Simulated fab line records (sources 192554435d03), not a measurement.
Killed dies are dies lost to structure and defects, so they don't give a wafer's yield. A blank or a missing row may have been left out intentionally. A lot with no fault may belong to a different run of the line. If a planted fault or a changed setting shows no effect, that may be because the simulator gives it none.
The tool behind it: which one?	flow n5-finfet	10 lots with 28 wafers sampled at 5 steps, on a route of 1938 steps

== WHAT THE GAUGES SHOWED, per wafer ==
N5_BEOL_M4_RC_MEAS_101. Usual: DIBL_N 37.7 mV/V, standard deviation 2; DIBL_P 37.7 mV/V, standard deviation 2.3; IOFF_N 0.18 nA/um, standard deviation 0.039; IOFF_P 0.23 nA/um, standard deviation 0.042; ION_N 681 uA/um, standard deviation 12; ION_P 463 uA/um, standard deviation 8; SS_N 71.9 mV/dec, standard deviation 0.68; SS_P 73.6 mV/dec, standard deviation 0.71; VT_N 248 mV, standard deviation 3.2; VT_P -249 mV, standard deviation 3.1.
lot	measured	on	DIBL_N (mV/V)	DIBL_P (mV/V)	IOFF_N (nA/um)	IOFF_P (nA/um)	ION_N (uA/um)	ION_P (uA/um)	SS_N (mV/dec)	SS_P (mV/dec)	VT_N (mV)	VT_P (mV)	flag
L618	day 12 07:17	prober-01	36.6 38.5 40.1	36.6 38.0 42.1	0.17 0.20 0.26	0.24 0.25 0.36	669 675 688	464 460 471	72.1 72.3 72.8	72.7 73.1 73.9	249 248 243	-245 -243 -241	
L619	day 12 09:55	prober-01	36.0 41.0 37.1	33.5 39.8 35.3	0.15 0.31 0.17	0.17 0.28 0.20	683 702 672	459 465 459	71.5 72.3 71.9	73.2 74.6 73.7	248 239 247	-252 -246 -250	
L621	day 12 12:42	prober-02	38.0 37.4	37.0 37.3	0.19 0.16	0.20 0.21	692 681	462 459	71.4 71.2	73.3 73.3	247 249	-252 -252	
L623	day 12 17:31	prober-02	36.9 40.1 35.0	37.8 40.5 34.6	0.16 0.25 0.14	0.22 0.27 0.18	654 685 679	455 462 455	71.3 73.1 71.2	74.1 74.9 73.2	252 244 250	-251 -249 -253	
L624	day 13 17:46	prober-01	36.3 39.2	37.5 41.1	0.16 0.23	0.21 0.26	684 700	469 471	72.1 72.5	73.8 75.4	252 245	-249 -248	
L626	day 13 18:59	prober-02	38.7 36.7 37.4	39.1 36.1 39.1	0.19 0.15 0.18	0.25 0.18 0.25	679 680 695	459 458 471	72.9 72.5 72.8	74.1 73.9 74.3	248 250 251	-251 -256 -250	
L634	day 15 22:14	prober-02	37.4 40.2 36.1	38.8 41.9 37.4	0.16 0.23 0.15	0.23 0.27 0.20	663 682 674	454 461 456	71.4 72.8 71.9	74.0 74.6 73.9	254 246 252	-251 -249 -252	
L637	day 16 17:51	prober-01	34.1 38.2 33.5	34.3 38.9 32.8	0.12 0.19 0.11	0.17 0.24 0.16	674 685 674	463 466 461	69.5 71.8 70.6	72.7 73.5 72.8	253 246 254	-252 -248 -255	
L640	day 17 05:06	prober-02	39.4 36.0 38.5	38.3 34.0 39.8	0.22 0.17 0.22	0.26 0.19 0.30	685 680 688	469 459 471	73.2 71.6 71.4	73.9 72.8 73.6	245 249 244	-247 -251 -246	
L641	day 17 18:26	prober-02	36.5 33.3 36.9	36.5 31.9 37.3	0.16 0.12 0.19	0.26 0.17 0.26	662 680 686	460 463 475	71.5 70.8 72.2	73.6 73.0 74.0	250 248 248	-245 -251 -246	

== EACH LOT AND THE TOOL THAT RAN IT (in order: tool; ch and the chambers of the sampled wafers; start) ==
lot	N5_HKMG_FIN_ALD_72	N5_HKMG_FIN_CMP_94	N5_GATE_CUT_ETCHBACK_30	N5_GATE_CUT_ETCH_58
L618	cvd-w-01 ch 0,1, day 4 14:41	cmp-03 ch 0,2,3, day 4 15:20	rie-metal-02 ch 0,1, day 4 15:48	rie-diel-02 ch 0,2, day 4 15:54
L619	cvd-w-02 ch 0,1, day 4 15:01	cmp-02 ch 0,1,3, day 4 15:40	rie-metal-03 ch 0,1, day 4 16:09	rie-diel-02 ch 0,1,3, day 4 16:14
L621	cvd-w-01 ch 0,1, day 4 22:11	cmp-02 ch 2, day 4 22:52	rie-metal-02 ch 0, day 4 23:19	rie-diel-03 ch 1,3, day 4 23:24
L623	cvd-w-02 ch 0,1, day 5 14:38	cmp-03 ch 0,2,3, day 5 15:28	rie-metal-01 ch 0,1, day 5 15:57	rie-diel-02 ch 1,2,3, day 5 16:02
L624	cvd-w-01 ch 0,1, day 5 23:23	cmp-02 ch 1,2, day 6 00:06	rie-metal-01 ch 0,1, day 6 00:30	rie-diel-02 ch 2,3, day 6 00:41
L626	cvd-w-02 ch 0,1, day 6 09:31	cmp-03 ch 2,3, day 6 10:10	rie-metal-03 ch 0,1, day 6 10:39	rie-diel-06 ch 1,3, day 6 10:44
L634	cvd-w-02 ch 0,1, day 8 07:38	cmp-02 ch 0,3, day 8 08:22	rie-metal-01 ch 0,1, day 8 08:49	rie-diel-06 ch 1,2, day 8 08:58
L637	cvd-w-01 ch 1, day 9 01:15	cmp-02 ch 1,2,3, day 9 01:56	rie-metal-01 ch 0,1, day 9 02:23	rie-diel-03 ch 0,1, day 9 02:28
L640	cvd-w-01 ch 0,1, day 9 19:11	cmp-01 ch 0,1,2, day 9 19:56	rie-metal-01 ch 0,1, day 9 20:19	rie-diel-06 ch 0,3, day 9 20:24
L641	cvd-w-01 ch 0,1, day 10 05:26	cmp-01 ch 1,2, day 10 06:05	rie-metal-02 ch 0,1, day 10 06:34	rie-diel-03 ch 0,3, day 10 06:45
- N5_HKMG_FIN_ALD_72: deposits W, target thk 2 nm, pulse time 1 s, purge time 2 s.
- N5_HKMG_FIN_CMP_94: polishes, stops on SiNx, t overpolish 4.7 s, target thk 43.299 nm.
- N5_GATE_CUT_ETCHBACK_30: etches TiN in Cl2/Ar, target depth 3 nm.
- N5_GATE_CUT_ETCH_58: etches SiNx in CH3F/O2, target depth 17 nm, time 128.6 s.

== WHAT THE TOOLS THEMSELVES READ (means of the sampled wafers that have a number; where no wafer has one, the mark that the record gives instead) ==
N5_HKMG_FIN_ALD_72. Usual: heater-power-w 467 W, standard deviation 41; precursor-pulse-height-rel 0.998, standard deviation 0.019.
lot	tool	heater-power-w (W)	precursor-pulse-height-rel	flag
L618	cvd-w-01	488	1.004	
L619	cvd-w-02	436	1.016	
L621	cvd-w-01	504	0.992	
L623	cvd-w-02	436	1.017	
L624	cvd-w-01	487	0.999	
L626	cvd-w-02	416	1.001	
L634	cvd-w-02	440	0.972	
L637	cvd-w-01	493	1.000	
L640	cvd-w-01	511	1.016	
L641	cvd-w-01	493	0.997	

N5_HKMG_FIN_CMP_94. Usual: motor-current-A 11.6 A, standard deviation 1.4; platen-rpm 50.291 rpm, standard deviation 0.03.
lot	tool	motor-current-A (A)	platen-rpm (rpm)	flag
L618	cmp-03	12.4	50.288	
L619	cmp-02	11.1	50.282	
L621	cmp-02	9.2	50.321	
L623	cmp-03	12.8	50.309	
L624	cmp-02	10.1	50.304	
L626	cmp-03	12.6	50.307	
L634	cmp-02	11.3	48.261	OFF
L637	cmp-02	10.2	48.258	OFF
L640	cmp-01	12.6	50.273	
L641	cmp-01	12.2	50.315	

N5_GATE_CUT_ETCHBACK_30. Usual: drypump-motor-current-A 6.0 A, standard deviation 0.45; oes-product-au 0.76 a.u., standard deviation 0.061; throttle-valve-pct 20.72 %, standard deviation 0.27.
lot	tool	drypump-motor-current-A (A)	oes-product-au (a.u.)	throttle-valve-pct (%)	flag
L618	rie-metal-02	5.4	0.74	21.04	
L619	rie-metal-03	6.0	0.77	20.81	
L621	rie-metal-02	5.4	0.81	20.80	
L623	rie-metal-01	6.3	0.78	20.48	
L624	rie-metal-01	6.3	0.79	20.43	
L626	rie-metal-03	6.0	0.75	20.83	
L634	rie-metal-01	6.3	0.76	20.50	
L637	rie-metal-01	6.4	0.78	20.40	
L640	rie-metal-01	6.4	0.79	20.41	
L641	rie-metal-02	5.4	0.72	21.06	

N5_GATE_CUT_ETCH_58. Usual: drypump-motor-current-A 5.6 A, standard deviation 0.38; oes-product-au 0.77 a.u., standard deviation 0.08; rf-vpp-V 99.1 V, standard deviation 1.1; showerhead-plenum-p-Torr 2.00 Torr, standard deviation 0.074; throttle-valve-pct 16.4 %, standard deviation 0.34.
lot	tool	drypump-motor-current-A (A)	oes-product-au (a.u.)	rf-vpp-V (V)	showerhead-plenum-p-Torr (Torr)	throttle-valve-pct (%)	flag
L618	rie-diel-02	5.8	0.78	98.8	1.94	16.5	
L619	rie-diel-02	5.3	0.86	99.5	2.05	16.3	
L621	rie-diel-03	6.2	0.77	100.0	2.05	16.3	
L623	rie-diel-02	5.4	0.81	98.5	2.03	16.4	
L624	rie-diel-02	5.7	0.81	99.5	2.02	16.2	
L626	rie-diel-06	5.4	0.73	98.2	1.92	16.9	
L634	rie-diel-06	5.7	0.77	98.3	2.00	16.6	
L637	rie-diel-03	5.7	0.71	98.8	2.03	16.4	
L640	rie-diel-06	5.5	0.97	99.8	2.08	16.3	
L641	rie-diel-03	6.0	0.80	99.0	2.01	16.3	

== THE ANSWER, worked out from the rows above alone ==
Rule: lot off if the mean of its wafers having a number is beyond 3 standard deviations from the usual mean. Also off: a lot with no number at a reading for which 4 or more lots have one. Where the step has rows for the other lots, those lots are counted as sound. After the gauges, taken in route order, come the tools' own readings; for these a lot's mean is taken, as printed above. At the first step where some lot is off, the reading lying furthest off is the one used; lots without a number count as furthest.
Off: L634, L637, at N5_HKMG_FIN_CMP_94 (platen-rpm).
A tool fits if, at that step or a process step before it, it ran every lot that is off, and no sound lot after the first of them. One candidate fits, namely cmp-02 at N5_HKMG_FIN_CMP_94. Its last sound lot is L624 (day 6 00:06), its first lot that is off L634 (day 8 08:22): a fault that began between those two fits.
The tool's own readings at N5_HKMG_FIN_CMP_94 bear it out: on the lots that are off they differ by more than 5 times the standard deviation of the sound lots' means. platen-rpm reads 48.260 rpm there against 50.300 rpm on the sound lots.

== WHAT WAS PUT IN BY THE SIMULATOR ==
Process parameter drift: cmp-02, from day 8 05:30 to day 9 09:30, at N5_HKMG_FIN_CMP_94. The setting platen-rpm was moved by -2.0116, starting from 50.289. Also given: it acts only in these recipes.
Lots struck among those shown: L634, L637. Same finding as the rule above.
